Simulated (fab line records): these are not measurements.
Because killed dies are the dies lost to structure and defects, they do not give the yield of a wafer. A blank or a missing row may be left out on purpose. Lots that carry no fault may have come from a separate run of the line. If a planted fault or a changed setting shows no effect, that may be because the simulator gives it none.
A struck lot beside a sound one :: flow n5 finfet :: 17 steps out of a route of 1938
Sound: wafers L411.2, L411.4, L411.6. Struck: wafers L421.2, L421.5. (L421.1 of the same lot was not struck and is left out.) The cause comes at the end.
Order at every step that has rows: each side's tool, ch and its chambers, its first start. Under that, the readings that differ: sound wafers :: struck wafers :: difference of the means :: sigmas: that difference in standard deviations of wafers without a fault.
alike: readings whose means differ by less than 2 such deviations, and words and numbers that are the same on both sides. not compared: withheld readings, readings that some wafer has no value for, bounds like >300 that may hide the same value, and numbers for which the record gives no deviation and whose values overlap.
Wherever a step has rows on one side only, a row that says differs or no value, or a row with sigmas, the two part there. When numbers do not overlap yet have no deviation, they are printed without sigmas and do not part them. Lack of a reading on every wafer of one side parts them only where that side has two or more wafers.

first, 1 step without rows for these wafers: N5_SD_EPI_N_DEVELOP_08 (develop time 30 s).
N5_SD_EPI_N_CD_MEAS_09 targets a cd of 120 nm.
  sound on cd sem-02 ch 0, day 4 14:59; struck on cd sem-01 ch 0, day 7 00:14
  alike: cd nm
N5_SD_EPI_N_OVL_MEAS_10:
  sound on overlay-01 ch 0, day 4 15:01; struck on overlay-01 ch 0, day 7 00:16
  alike: SD_N_BLK_OVL
N5_SD_EPI_N_INSPECT_11: inspects for defects (macro).
  struck on defect inspect-01, day 7 00:17; sound on defect inspect-01, day 4 15:02
  alike: raw defect count
N5_SD_EPI_N_DESCUM_14: chemistry O2, time 7.9 s.
  sound on rie diel-02 ch 0,1,2, day 4 15:22; struck on rie diel-01 ch 1, day 7 00:28
reading: oes product au (a.u.)
sound: 0.81 0.73 0.80
struck: 0.95 0.95
difference: +0.17
sigmas: +3
  alike: drypump motor current A, rf vpp V, showerhead plenum p Torr, throttle valve pct
  not compared: rf hours counter h
N5_SD_EPI_N_ETCH_34: etches SiARC in CF4, target depth 45.5 nm, time 75.8 s.
  sound on rie diel-02 ch 0,1,2, day 4 15:23; struck on rie diel-01 ch 1, day 7 00:29
reading: oes product au (a.u.)
sound: 0.68 0.62 0.68
struck: 0.80 0.80
difference: +0.14
sigmas: +3
  alike: drypump motor current A, etch rf on time s, rf vpp V, showerhead plenum p Torr, throttle valve pct
  not compared: rf hours counter h
then, 3 steps without rows for these wafers: N5_SD_EPI_N_ETCH_35 (etches SOC in N2/H2, overetch 108 nm, time 486 s); N5_SD_EPI_N_STRIP_36 (strips in N2/H2); N5_SD_EPI_N_ETCHBACK_44 (etches SiNx in CH3F/O2, stops on SiO2, target depth 14.5 nm).
N5_SD_EPI_N_ETCH_45: etches SiOCN in CH3F/O2, target depth 6 nm.
  sound on rie diel-02 ch 0,1,2, day 4 15:52; struck on rie diel-01 ch 1, day 7 00:58
reading: oes product au (a.u.)
sound: 0.80 0.74 0.80
struck: 0.93 0.94
difference: +0.16
sigmas: +3
  alike: O2_flow_sccm, drypump motor current A, rf vpp V, showerhead plenum p Torr, throttle valve pct
  not compared: rf hours counter h
N5_SD_EPI_N_ETCH_16: etches SiO2 in CHF3/O2, target depth 5 nm.
  sound on rie diel-02 ch 0,1,2, day 4 15:58; struck on rie diel-01 ch 1, day 7 01:04
reading: oes product au (a.u.)
sound: 0.80 0.73 0.79
struck: 0.93 0.93
difference: +0.16
sigmas: +3
  alike: CHF3_flow_sccm, O2_flow_sccm, drypump motor current A, rf vpp V, showerhead plenum p Torr, throttle valve pct
  not compared: rf hours counter h
then, 1 step without rows for these wafers: N5_SD_EPI_N_STRIP_47 (strips in CHF3/O2).
N5_SD_EPI_N_SD_RECESS_17: chemistry HBr/Cl2/O2, target depth 41 nm, time 23.7 s, bt time 3 s.
  sound on rie si-04 ch 0,2,3, day 4 16:02; struck on rie si-04 ch 1,2, day 7 01:08
reading: model.etch.depth nm (nm)
sound: 40.52 41.17 40.8
struck: 35.32 34.75
difference: -5.80
sigmas: 

reading: model.Si_of_WELL_APT_EPI_41.thk nm (nm)
sound: 9.8 9.6 10
struck: 14.4 14.4
difference: +4.6
sigmas: 

reading: model.SD_EPI_N.feature depth nm (nm)
sound: 40.6 41.2 40.8
struck: 35.4 34.8
difference: -5.8
sigmas: 
  alike: O2_flow_sccm, drypump motor current A, oes product au, throttle valve pct
  not compared: rf hours counter h
N5_SD_EPI_N_STRIP_38: strips in N2/H2.
  sound on plasma asher-01 ch 0,1, day 4 16:08; struck on plasma asher-01 ch 0, day 7 01:14
  alike: drypump motor current A, heater power w, n2 flow sccm, oes product au
  not compared: rf hours counter h
then, 1 step without rows for these wafers: N5_SD_EPI_N_WET_ETCH_43 (etches SiO2 in dHF, time 14 s, target depth 1.5 nm).
N5_SD_EPI_N_STRIP_18: strips in SPM, time 750 s.
  sound on wet bench-02 ch 3,5,7, day 4 16:14; struck on wet bench-06 ch 1,7, day 7 01:20
reading: model.Si_of_WELL_APT_EPI_41.thk nm (nm)
sound: 9.4 9.2 9.6
struck: 14.2 14.2
difference: +4.8
sigmas: 
  alike: bath guard temp C
then, 1 step without rows for these wafers: N5_SD_EPI_N_SRD_20 (time 30 s).

WHERE THEY PART
First at N5_SD_EPI_N_DESCUM_14; last, within this record, at N5_SD_EPI_N_ETCH_16. Later steps at which nothing parts them and some readings are alike: N5_SD_EPI_N_SD_RECESS_17, N5_SD_EPI_N_STRIP_38, N5_SD_EPI_N_STRIP_18.

WHY: whatever the simulator had introduced
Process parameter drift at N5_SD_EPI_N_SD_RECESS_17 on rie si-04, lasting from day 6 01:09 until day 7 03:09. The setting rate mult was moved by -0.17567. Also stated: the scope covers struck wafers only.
